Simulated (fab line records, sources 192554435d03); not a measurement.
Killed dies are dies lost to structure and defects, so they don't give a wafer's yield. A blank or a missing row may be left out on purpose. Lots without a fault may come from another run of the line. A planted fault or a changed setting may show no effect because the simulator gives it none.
Chamber matching | flow n5_finfet | N5_BEOL_M8_PECVD_70 on pecvd-04: 3 sister chambers
The step deposits SiO2 from TEOS/O2, target thk 20 nm, time 22.7 s. 3 wafers are shown with their chamber, then 10 later ones without.

WAFERS WITH THEIR CHAMBER
wafer  | chamber | throttle_valve_pct (%)
L084.4 | 0       | 21.2
L091.1 | 2       | 21.4
L091.4 | 1       | 23.9

WAFERS WITHOUT THEIR CHAMBER
wafer  | throttle_valve_pct (%)
L091.6 | 21.2
L088.3 | 21.5
L088.5 | 21.3
L088.6 | 24.1
L092.2 | 24.0
L092.3 | 21.3
L092.6 | 24.4
L096.3 | 24.3
L096.4 | 21.5
L096.5 | 21.3

WHICH CHAMBER EACH WENT THROUGH
wafer  | from the rows above     | in truth
L091.6 | can't be placed: 0 or 2 | 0
L088.3 | can't be placed: 2 or 0 | 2
L088.5 | can't be placed: 2 or 0 | 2
L088.6 | 1                       | 1
L092.2 | 1                       | 1
L092.3 | can't be placed: 2 or 0 | 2
L092.6 | 1                       | 1
L096.3 | 1                       | 1
L096.4 | can't be placed: 2 or 0 | 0
L096.5 | can't be placed: 2 or 0 | 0
Placed correctly: 4 of 10. Can't be placed from these rows: 6 (the true chamber is among the candidates in 6). Placed wrongly: 0.
How it was worked out, from the rows above alone: a wafer's distance from a chamber is the root of the sum, over the readings, of the square of ((its reading less the chamber's mean) divided by the reading's scatter). The wafer belongs to the nearest chamber; if the next one is less than 2 further off, it can't be placed. A chamber's mean is the mean of its shown wafers. The scatter: with one shown wafer a chamber, the root of the mean of the squares of how far each hidden wafer lies from its nearest shown one.
